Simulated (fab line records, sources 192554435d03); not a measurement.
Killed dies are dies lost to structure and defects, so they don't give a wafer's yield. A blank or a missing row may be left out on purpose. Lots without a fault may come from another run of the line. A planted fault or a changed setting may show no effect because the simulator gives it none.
Chamber matching | flow n5_finfet | N5_HKMG_FIN_ALD_74 on ald_hk-02: 4 sister chambers
The step deposits La2O3, target thk 0.5 nm, pulse time 6 s, co reactant pulse time 1 s. 4 wafers are shown with their chamber, then 6 later ones without.

WAFERS WITH THEIR CHAMBER
wafer  | chamber | heater_power_w (W)
L893.3 | 0       | 333
L894.3 | 3       | 308
L910.2 | 2       | 347
L910.5 | 1       | 405

WAFERS WITHOUT THEIR CHAMBER
wafer  | heater_power_w (W)
L911.2 | 341
L911.4 | 330
L911.6 | 329
L912.3 | 326
L912.5 | 342
L912.6 | 392

WHICH CHAMBER EACH WENT THROUGH
wafer  | from the rows above          | in truth
L911.2 | can't be placed: 2 or 0      | 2
L911.4 | can't be placed: 0 or 2      | 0
L911.6 | can't be placed: 0 or 2      | 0
L912.3 | can't be placed: 0 or 3 or 2 | 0
L912.5 | can't be placed: 2 or 0      | 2
L912.6 | 1                            | 1
Placed correctly: 1 of 6. Can't be placed from these rows: 5 (the true chamber is among the candidates in 5). Placed wrongly: 0.
How it was worked out, from the rows above alone: a wafer's distance from a chamber is the root of the sum, over the readings, of the square of ((its reading less the chamber's mean) divided by the reading's scatter). The wafer belongs to the nearest chamber; if the next one is less than 2 further off, it can't be placed. A chamber's mean is the mean of its shown wafers. The scatter: with one shown wafer a chamber, the root of the mean of the squares of how far each hidden wafer lies from its nearest shown one.
